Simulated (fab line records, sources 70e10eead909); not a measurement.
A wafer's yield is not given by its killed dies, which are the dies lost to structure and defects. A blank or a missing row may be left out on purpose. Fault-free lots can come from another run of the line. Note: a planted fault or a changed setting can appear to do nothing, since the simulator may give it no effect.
fab line records    flow nand-harc
record lots=6  wafers=18  last-day=23
route steps=1159 shown A_ONON_D1@430 END@1159
lots that met no fault: taken from a fault-free run of the same line
start-h: start of the lot's first displayed wafer, in hours after the record's first day    wait-h: hours from the lot's prior step to this one    " same as the row above    L1.1+2: one row covering several wafers at once    - no value present, or no start provided    * or withheld: withheld    < > ~ a bound
route shown NAME@n: names a module that has steps shown in the file, with the first one's number in the route    usual: mean/standard deviation of fault-free wafers    same: alike in all rows    chamber/n: place in a boat    sites: each site's reading    _std_site: the values' standard deviation    _edge_site: outer sites' mean less inner sites'    radius-mm: how far each site lies from the wafer's centre    mask NAME#n: copy n    behind: the last tool/chamber to shape the wafer    hold: the reason the lot was held/the length of the hold in hours/how it ended    device: transistor that didn't switch, given as n, p or np    end of line: at the end of the route, the tests of the same wafers    a step without rows: its recipe alone    killed: not the wafer's yield, but the dies lost to structure and defects at the first sort    map: the dies of a wafer, with x for killed, . for not killed, _ for no die there
set.NAME: the setting as run; set.NAME@STEP: as run at that earlier step    model.NAME: the simulator's own value behind a step, which no gauge read
lots seen at some steps along the route; tables by step, rows by wafer
services: the hour from which a tool's chamber was out of use, counted from the record's first day as start-h (under 0 if before that day), plus the number of hours and why
## steps
# step NHARC_A_ONON_D1_DEP_09
# recipe target-thk-a=10000  n2-flow-sccm=2750  n2o-flow-sccm=2000  nh3-flow-sccm=500  sih4-flow-sccm=210  temp-c=400
# step NHARC_A_ONON_D1_THK_MEAS_11
# recipe thk-meas-gauge=ellipsometry
# usual thk-nm=1001/10
lot.wafer  tool           chamber  start-h  wait-h  thk-nm
L547.1     film-metro-02  -        190.84   -       1003
L547.2     "              -        "        "       1006
L547.4     "              -        "        "       1005
L550.2     film-metro-02  -        203.09   -       1010
L550.4     "              -        "        "       1012
L550.6     "              -        "        "       1011
L556.1     film-metro-01  -        236.66   -       999
L556.3     "              -        "        "       996
L556.5     "              -        "        "       997
L560.2     film-metro-02  -        270.00   -       1001
L560.4     "              -        "        "       1000
L560.6     "              -        "        "       1000
L561.4     film-metro-02  -        270.14   -       996
L561.5     "              -        "        "       995
L561.6     "              -        "        "       995
L562.1     film-metro-02  -        279.07   -       996
L562.2     "              -        "        "       996
L562.5     "              -        "        "       995
# step NHARC_A_ONON_D1_DEP_12
# recipe target-thk-a=10000  n2-flow-sccm=2750  n2o-flow-sccm=2000  nh3-flow-sccm=500  sih4-flow-sccm=210  temp-c=400
# step NHARC_A_ONON_D1_THK_MEAS_14
# recipe thk-meas-gauge=ellipsometry
# usual thk-nm=1001/10
lot.wafer  tool           chamber  start-h  wait-h  thk-nm
L547.1     film-metro-01  -        191.40   -       997
L547.2     "              -        "        "       996
L547.4     "              -        "        "       997
L550.2     film-metro-01  -        203.67   -       1011
L550.4     "              -        "        "       1011
L550.6     "              -        "        "       1010
L556.1     film-metro-01  -        237.23   -       1017
L556.3     "              -        "        "       1017
L556.5     "              -        "        "       1016
L560.2     film-metro-01  -        270.57   -       1004
L560.4     "              -        "        "       1006
L560.6     "              -        "        "       1004
L561.4     film-metro-02  -        270.71   -       1011
L561.5     "              -        "        "       1013
L561.6     "              -        "        "       1012
L562.1     film-metro-01  -        279.64   -       999
L562.2     "              -        "        "       1003
L562.5     "              -        "        "       999
# step NHARC_A_ONON_D1_ANNEAL_15
# recipe temp-c=750  time-s=3600
# step NHARC_A_ONON_D1_DEP_16
# recipe target-thk-a=10000  n2-flow-sccm=2750  n2o-flow-sccm=2000  nh3-flow-sccm=500  sih4-flow-sccm=210  temp-c=400
# step NHARC_A_ONON_D1_THK_MEAS_18
# recipe thk-meas-gauge=ellipsometry
# usual thk-nm=1003/8.3
lot.wafer  tool           chamber  start-h  wait-h  thk-nm
L547.1     film-metro-01  -        198.51   -       989
L547.2     "              -        "        "       992
L547.4     "              -        "        "       992
L550.2     film-metro-02  -        210.64   -       993
L550.4     "              -        "        "       993
L550.6     "              -        "        "       993
L556.1     film-metro-02  -        245.34   -       1011
L556.3     "              -        "        "       1012
L556.5     "              -        "        "       1011
L560.2     film-metro-02  -        278.72   -       1017
L560.4     "              -        "        "       1016
L560.6     "              -        "        "       1019
L561.4     film-metro-01  -        278.72   -       1007
L561.5     "              -        "        "       1007
L561.6     "              -        "        "       1009
L562.1     film-metro-01  -        286.56   -       1008
L562.2     "              -        "        "       1009
L562.5     "              -        "        "       1009
# step NHARC_A_ONON_D1_DEP_19
# recipe target-thk-a=10000  n2-flow-sccm=2750  n2o-flow-sccm=2000  nh3-flow-sccm=500  sih4-flow-sccm=210  temp-c=400
# step NHARC_A_ONON_D1_THK_MEAS_21
# recipe thk-meas-gauge=ellipsometry
# usual thk-nm=1000/11
lot.wafer  tool           chamber  start-h  wait-h  thk-nm
L547.1     film-metro-01  -        199.07   -       1018
L547.2     "              -        "        "       1016
L547.4     "              -        "        "       1018
L550.2     film-metro-01  -        211.21   -       996
L550.4     "              -        "        "       999
L550.6     "              -        "        "       998
L556.1     film-metro-02  -        245.92   -       999
L556.3     "              -        "        "       1001
L556.5     "              -        "        "       1001
L560.2     film-metro-01  -        279.28   -       985
L560.4     "              -        "        "       986
L560.6     "              -        "        "       984
L561.4     film-metro-02  -        279.29   -       995
L561.5     "              -        "        "       998
L561.6     "              -        "        "       997
L562.1     film-metro-02  -        287.13   -       990
L562.2     "              -        "        "       992
L562.5     "              -        "        "       992
# step NHARC_A_ONON_D1_DEP_22
# recipe target-thk-a=10000  n2-flow-sccm=2750  n2o-flow-sccm=2000  nh3-flow-sccm=500  sih4-flow-sccm=210  temp-c=400
# step NHARC_A_ONON_D1_THK_MEAS_24
# recipe thk-meas-gauge=ellipsometry
# usual thk-nm=1000/8.3
lot.wafer  tool           chamber  start-h  wait-h  thk-nm
L547.1     film-metro-01  -        199.64   -       1000
L547.2     "              -        "        "       999
L547.4     "              -        "        "       999
L550.2     film-metro-01  -        211.77   -       999
L550.4     "              -        "        "       998
L550.6     "              -        "        "       997
L556.1     film-metro-01  -        246.49   -       1005
L556.3     "              -        "        "       1004
L556.5     "              -        "        "       1004
L560.2     film-metro-02  -        279.85   -       1006
L560.4     "              -        "        "       1007
L560.6     "              -        "        "       1006
L561.4     film-metro-01  -        279.86   -       995
L561.5     "              -        "        "       993
L561.6     "              -        "        "       992
L562.1     film-metro-01  -        287.70   -       998
L562.2     "              -        "        "       998
L562.5     "              -        "        "       1000
# step NHARC_A_ONON_D1_DEP_25
# recipe target-thk-a=10000  n2-flow-sccm=2750  n2o-flow-sccm=2000  nh3-flow-sccm=500  sih4-flow-sccm=210  temp-c=400
# usual n2-flow-sccm=2749/8.3  nh3-flow-sccm=500.0/1.5
lot.wafer  tool           chamber  start-h  wait-h  n2-flow-sccm  nh3-flow-sccm
L547.1     pecvd-onon-02  0        199.70   0.1     2738          500.7
L547.2     "              0        "        "       2755          499.6
L547.4     "              0        "        "       2751          500.5
L550.2     pecvd-onon-02  0        211.89   0.1     2724          498.7
L550.4     "              0        "        "       2736          501.9
L550.6     "              0        "        "       2744          500.7
L556.1     pecvd-onon-03  0        246.54   0.1     2757          498.4
L556.3     "              0        "        "       2749          496.5
L556.5     "              0        "        "       2748          499.7
L560.2     pecvd-onon-03  0        279.96   0.1     2759          499.0
L560.4     "              0        "        "       2754          498.1
L560.6     "              0        "        "       2762          500.0
L561.4     pecvd-onon-01  0        280.09   0.2     2748          497.9
L561.5     "              0        "        "       2760          501.1
L561.6     "              0        "        "       2747          498.8
L562.1     pecvd-onon-02  0        287.76   0.1     2755          501.7
L562.2     "              0        "        "       2762          504.2
L562.5     "              0        "        "       2761          501.2
# step NHARC_A_ONON_D1_THK_MEAS_27
# recipe thk-meas-gauge=ellipsometry
# usual thk-nm=1000/10
lot.wafer  tool           chamber  start-h  wait-h  thk-nm
L547.1     film-metro-02  -        200.21   -       991
L547.2     "              -        "        "       1760
L547.4     "              -        "        "       990
L550.2     film-metro-01  -        212.34   -       1776
L550.4     "              -        "        "       1007
L550.6     "              -        "        "       1775
L556.1     film-metro-02  -        247.05   -       974
L556.3     "              -        "        "       975
L556.5     "              -        "        "       973
L560.2     film-metro-01  -        280.41   -       1011
L560.4     "              -        "        "       1010
L560.6     "              -        "        "       1011
L561.4     film-metro-02  -        280.42   -       991
L561.5     "              -        "        "       992
L561.6     "              -        "        "       990
L562.1     film-metro-02  -        288.27   -       1006
L562.2     "              -        "        "       1006
L562.5     "              -        "        "       1005
# step NHARC_A_ONON_D1_DEP_28
# recipe target-thk-a=10000  n2-flow-sccm=2750  n2o-flow-sccm=2000  nh3-flow-sccm=500  sih4-flow-sccm=210  temp-c=400
# step NHARC_END_SORT_01
# recipe temp-c=25
# usual killed-at-array=29/8.4  killed-at-other=0.7/1.2  killed-at-periphery=3.8/2.1  killed-dies=33/9  killed-open=3.4/2  killed-short=2.1/1.4
# same gross-dies=677
lot.wafer  tool       chamber  start-h  wait-h  killed-at-array  killed-at-other  killed-at-periphery  killed-dies  killed-open  killed-short
L547.2     prober-02  0        504.06   2.8     675              0                2                    677          3            1
L550.2     prober-01  0        511.89   2.8     676              0                1                    677          3            2
L550.4     prober-01  0        513.50   3.4     21               0                0                    21           4            1
L550.6     prober-01  0        515.12   4.0     674              0                3                    677          2            4
L561.4     prober-02  0        552.40   3.4     16               2                4                    22           6            2
L561.5     prober-02  0        553.19   3.7     18               0                2                    20           3            1
L561.6     prober-02  0        553.97   3.9     12               3                0                    15           1            0
# killed by level:class
L547.2 A_ONON_D1:area-dep=660 A_CONTACT:chamber-film-flake=4 A_ZERO_WELL:chamber-film-flake=3 A_STAIRCASE:chamber-film-flake=3 A_CHANNEL_HOLE_D1:chamber-film-flake=2 P_CONTACT:geometric-particle:short=1 P_M0:geometric-particle:open=1 A_CONTACT:geometric-particle:open=1
L550.2 A_ONON_D1:area-dep=654 A_SLIT:chamber-film-flake=9 A_CHANNEL_HOLE_D1:chamber-film-flake=6 A_WL_FILL:geometric-particle:short=2 A_SOURCE_PLATE:geometric-particle:open=1 A_ONON_D1:geometric-particle:open=1 A_M0:geometric-particle:open=1 P_STI:chamber-film-flake=1
L550.4 A_SLIT:chamber-film-flake=14 A_M0:geometric-particle:open=2 A_CHANNEL_HOLE_D1:chamber-film-flake=2 A_ONON_D1:geometric-particle:short=1 A_CONTACT:geometric-particle:open=1 A_BLC:geometric-particle:open=1
L550.6 A_ONON_D1:area-dep=650 A_SLIT:chamber-film-flake=12 A_CHANNEL_HOLE_D1:chamber-film-flake=7 A_WL_FILL:geometric-particle:short=3 P_CONTACT:geometric-particle:open=2 A_STAIRCASE:chamber-film-flake=2 P_STI:geometric-particle:short=1
L561.4 A_CHANNEL_HOLE_D1:chamber-film-flake=6 A_STAIRCASE:chamber-film-flake=4 A_CHANNEL_FILL_D1:geometric-particle:open=2 THIN_TSV:chamber-film-flake=2 P_CONTACT:geometric-particle:open=1 P_M0:geometric-particle:open=1 P_M1:geometric-particle:short=1 A_ONON_D1:geometric-particle:open=1
L561.5 A_CHANNEL_HOLE_D1:chamber-film-flake=5 A_SLIT:chamber-film-flake=3 A_CHANNEL_FILL_D1:chamber-film-flake=2 A_STAIRCASE:chamber-film-flake=2 A_WL_FILL:chamber-film-flake=2 P_GATE:geometric-particle:open=1 A_CONTACT:geometric-particle:short=1 A_CONTACT:geometric-particle:open=1
L561.6 A_CHANNEL_HOLE_D1:chamber-film-flake=3 A_CONTACT:chamber-film-flake=3 A_WL_FILL:chamber-film-flake=2 A_SGD_CUT:geometric-particle:open=1 A_CHANNEL_FILL_D1:chamber-film-flake=1 A_STAIRCASE:chamber-film-flake=1 A_SLIT:chamber-film-flake=1 HYBRID_BOND:chamber-film-flake=1
# map L547.2 (x killed, . not)
____________x____________
_________xxxxxxx_________
_______xxxxxxxxxxx_______
______xxxxxxxxxxxxx______
_____xxxxxxxxxxxxxxx_____
____xxxxxxxxxxxxxxxxx____
____xxxxxxxxxxxxxxxxx____
___xxxxxxxxxxxxxxxxxxx___
___xxxxxxxxxxxxxxxxxxx___
__xxxxxxxxxxxxxxxxxxxxx__
__xxxxxxxxxxxxxxxxxxxxx__
_xxxxxxxxxxxxxxxxxxxxxxx_
_xxxxxxxxxxxxxxxxxxxxxxx_
_xxxxxxxxxxxxxxxxxxxxxxx_
_xxxxxxxxxxxxxxxxxxxxxxx_
_xxxxxxxxxxxxxxxxxxxxxxx_
xxxxxxxxxxxxxxxxxxxxxxxxx
xxxxxxxxxxxxxxxxxxxxxxxxx
xxxxxxxxxxxxxxxxxxxxxxxxx
xxxxxxxxxxxxxxxxxxxxxxxxx
xxxxxxxxxxxxxxxxxxxxxxxxx
_xxxxxxxxxxxxxxxxxxxxxxx_
_xxxxxxxxxxxxxxxxxxxxxxx_
_xxxxxxxxxxxxxxxxxxxxxxx_
_xxxxxxxxxxxxxxxxxxxxxxx_
_xxxxxxxxxxxxxxxxxxxxxxx_
__xxxxxxxxxxxxxxxxxxxxx__
__xxxxxxxxxxxxxxxxxxxxx__
___xxxxxxxxxxxxxxxxxxx___
___xxxxxxxxxxxxxxxxxxx___
____xxxxxxxxxxxxxxxxx____
____xxxxxxxxxxxxxxxxx____
_____xxxxxxxxxxxxxxx_____
______xxxxxxxxxxxxx______
_______xxxxxxxxxxx_______
_________xxxxxxx_________
____________x____________
# map L550.2 (x killed, . not)
____________x____________
_________xxxxxxx_________
_______xxxxxxxxxxx_______
______xxxxxxxxxxxxx______
_____xxxxxxxxxxxxxxx_____
____xxxxxxxxxxxxxxxxx____
____xxxxxxxxxxxxxxxxx____
___xxxxxxxxxxxxxxxxxxx___
___xxxxxxxxxxxxxxxxxxx___
__xxxxxxxxxxxxxxxxxxxxx__
__xxxxxxxxxxxxxxxxxxxxx__
_xxxxxxxxxxxxxxxxxxxxxxx_
_xxxxxxxxxxxxxxxxxxxxxxx_
_xxxxxxxxxxxxxxxxxxxxxxx_
_xxxxxxxxxxxxxxxxxxxxxxx_
_xxxxxxxxxxxxxxxxxxxxxxx_
xxxxxxxxxxxxxxxxxxxxxxxxx
xxxxxxxxxxxxxxxxxxxxxxxxx
xxxxxxxxxxxxxxxxxxxxxxxxx
xxxxxxxxxxxxxxxxxxxxxxxxx
xxxxxxxxxxxxxxxxxxxxxxxxx
_xxxxxxxxxxxxxxxxxxxxxxx_
_xxxxxxxxxxxxxxxxxxxxxxx_
_xxxxxxxxxxxxxxxxxxxxxxx_
_xxxxxxxxxxxxxxxxxxxxxxx_
_xxxxxxxxxxxxxxxxxxxxxxx_
__xxxxxxxxxxxxxxxxxxxxx__
__xxxxxxxxxxxxxxxxxxxxx__
___xxxxxxxxxxxxxxxxxxx___
___xxxxxxxxxxxxxxxxxxx___
____xxxxxxxxxxxxxxxxx____
____xxxxxxxxxxxxxxxxx____
_____xxxxxxxxxxxxxxx_____
______xxxxxxxxxxxxx______
_______xxxxxxxxxxx_______
_________xxxxxxx_________
____________x____________
## services
tool           chamber  start-h  hours  kind
pecvd-onon-01  -        195.30   13.0   pm
## key
first-sign step=NHARC_A_ONON_D1_THK_MEAS_27  reading=thk-nm  direction=up  sigmas=77  usual=1000  struck=1770
effect step=NHARC_END_SORT_01  reading=killed-at-array  direction=up  sigmas=77  usual=29  struck=675
more-kills-born-at NHARC_A_ONON_D1_DEP_25@pecvd-onon-02=1964
met-at NHARC_A_ONON_D1_DEP_25
struck-wafers L547.2,L550.2,L550.6
later-rows-left-out L547.2,L550.2,L550.6
tester-left-out L547,L550
fault kind=process-parameter-drift  tool=pecvd-onon-02  chamber=-  onset-h=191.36  steps=NHARC_A_ONON_D1_DEP_25  channel=target-thk-a  offset=*  shape=step  end-h=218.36  scope=struck-wafers-only  acts-in=*  stated=*
# tester-left-out: of these lots the tester's yield and bins aren't shown, on N5 and GAA mostly nor the transistor test; their killed dies are dies lost to structure and defects alone, not to doping, threshold or leakage, so they don't give the yield
# later-rows-left-out: the simulator's readings of these wafers behind a module that went badly wrong aren't trusted and aren't shown, but for the sort
